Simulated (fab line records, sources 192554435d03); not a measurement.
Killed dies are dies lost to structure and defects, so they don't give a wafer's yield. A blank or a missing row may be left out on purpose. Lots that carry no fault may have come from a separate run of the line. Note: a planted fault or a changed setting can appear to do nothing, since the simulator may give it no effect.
8D (eight disciplines) problem report, filled in by code + flow n5 finfet + the parts of the form that need people (team, actions taken, sign-off) are left out

1. WHAT WENT WRONG
Wafers without a fault read 78 with a standard deviation of 22, while raw defect count at N5_BEOL_M2_INSPECT_59 averages 353 across 2 wafers of 1 lot. Measured from the usual mean, that is +12 standard deviations.
The step: inspects for defects (darkfield).
Seen first at day 11 01:08 on defect inspect-02, wafer L136.3. The record has a number at this step for 15 wafers belonging to 5 lots. By rule, "out" or "out of limits" means more than 4 standard deviations away from the usual mean. Any other wafer with a number is counted as sound.

2. WHAT IT IS, AND WHAT IT ISN'T
| question                    | is                | is not                                                              |
|-----------------------------|-------------------|---------------------------------------------------------------------|
| which readings at this step | raw defect count  | -                                                                   |
| which lots                  | L136              | L120, L121, L134, L135                                              |
| which wafers of those lots  | L136.3, L136.6    | L136.5                                                              |
| read on which gauges        | defect inspect-02 | defect inspect-01                                                   |
| when                        | from day 11 01:08 | up to then (10 sound wafers); but 3 sound wafers of L121 came after |

3. WHAT RULES OUT EACH SUSPECT
Counting: a tool at a process step up to the reading stays a suspect if it ran every lot that is out. Sound lots after the first of them don't rule it out here, since some wafers of a struck lot are sound.
- the gauge at N5_BEOL_M2_INSPECT_59: ruled out. All the wafers that are out were read on defect inspect-02, but those of them that N5_PASSIVATION_PROBE_49 has rows for are out there too, on other tools.
- pvd sputter-01 at N5_BEOL_M2_ANNEAL_91 (time 240 s): kept. The lot that is out, L136, ran on it at day 10 23:28; the last sound lot it ran before that was L135, at day 10 18:43.
- pvd sputter-01 at N5_BEOL_M2_SPUTTER_94 (material Cu, target thk 4.5 nm, time 8.29 s): kept. The lot that is out, L136, ran on it at day 10 23:49; the last sound lot it ran before that was L135, at day 10 19:05.
- cmp-04 at N5_BEOL_M2_CMP_52 (polishes, stops on SiOC, t overpolish 6.8 s, target thk 40 nm): kept. The lot that is out, L136, ran on it at day 11 00:37; the last sound lot it ran before that was L134, at day 10 07:32.
- cvd co-01 at N5_BEOL_M2_CO_CAP_55 (material Co, precursor CCTBA/H2, target thk 2 nm, time 102.1 s): kept. The lot that is out, L136, ran on it at day 11 00:54; the last sound lot it ran before that was L134, at day 10 07:55.
- Within cmp-04 at N5_BEOL_M2_CMP_52: the wafers that are out ran in chambers 0, 3; their sound lot-mates ran in chamber 2.
- Within cvd co-01 at N5_BEOL_M2_CO_CAP_55: the wafers that are out ran in chamber 2; their sound lot-mates ran in chamber 0.
Left after counting: pvd sputter-01 at N5_BEOL_M2_ANNEAL_91, pvd sputter-01 at N5_BEOL_M2_SPUTTER_94, cmp-04 at N5_BEOL_M2_CMP_52, cvd co-01 at N5_BEOL_M2_CO_CAP_55.

4. THE CAUSE (what the simulator had put in)
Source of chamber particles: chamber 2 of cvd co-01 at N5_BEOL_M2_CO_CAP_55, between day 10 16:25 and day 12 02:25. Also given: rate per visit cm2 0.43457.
Counting leaves 4 suspects; this tool is one of them.

5. SEQUENCE OF EFFECTS, ordered by route
One row per reading whose mean, taken over the struck wafers that have a number, lies over 3 standard deviations from the usual. Only readings for which the record gives a usual standard deviation are gone through. hours: the time from each lot's start at the first step in this table that gives one to its start at this step, as a median over the lots. sigmas: the change in usual standard deviations.
| hours | step                    | reading              | usual  | on struck wafers | change | sigmas |
|-------|-------------------------|----------------------|--------|------------------|--------|--------|
| 0     | N5_BEOL_M2_INSPECT_59   | raw defect count     | 78     | 353              | +275   | +12    |
| 135   | N5_PASSIVATION_PROBE_49 | defect limited yield | 91.0 % | 81.2             | -9.8   | -7.5   |
| 135   | N5_PASSIVATION_PROBE_49 | killed_at_M0_to_M3   | 33     | 135              | +102   | +10    |
| 135   | N5_PASSIVATION_PROBE_49 | killed dies          | 106    | 222              | +116   | +7.7   |
| 135   | N5_PASSIVATION_PROBE_49 | sort_bin_4_leakage   | 0.00 % | 0.04             | +0.04  | +4.0   |
| 135   | N5_PASSIVATION_PROBE_49 | sort_bin_5_function  | 5.3 %  | 11.6             | +6.3   | +7.1   |
| 135   | N5_PASSIVATION_PROBE_49 | sort_bin_6_memory    | 3.3 %  | 5.8              | +2.5   | +3.8   |
| 135   | N5_PASSIVATION_PROBE_49 | sort n pass          | 1074   | 958              | -116   | -7.7   |
| 135   | N5_PASSIVATION_PROBE_49 | sort yield pct       | 91.0 % | 81.2             | -9.8   | -7.6   |
Process steps it contains:
- N5_PASSIVATION_PROBE_49
Later steps that measure or inspect, where all struck wafers having a row at the step show a number for every such reading and not one has moved that far: N5_BEOL_M3_THK_MEAS_01, N5_BEOL_M3_CD_MEAS_11, N5_BEOL_M3_OVL_MEAS_12, N5_BEOL_M3_INSPECT_13, N5_BEOL_M4_RC_MEAS_101.

6. WHAT WOULD HAVE CAUGHT IT SOONER
Counted from the fault's start at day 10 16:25, it took 9 hours until the first out-of-limits reading at a measuring or inspecting step in this record, taken at day 11 01:08.
Tool readings at N5_BEOL_M2_CO_CAP_55 with a usual standard deviation given in the record: none out on any struck wafer, hence no alarm at a limit of 4 standard deviations on them.
All the lots that are out (1) had begun N5_BEOL_M2_CO_CAP_55 on cvd co-01 by day 11 01:08. Had the tool been put on hold then, not one of them would have been saved.
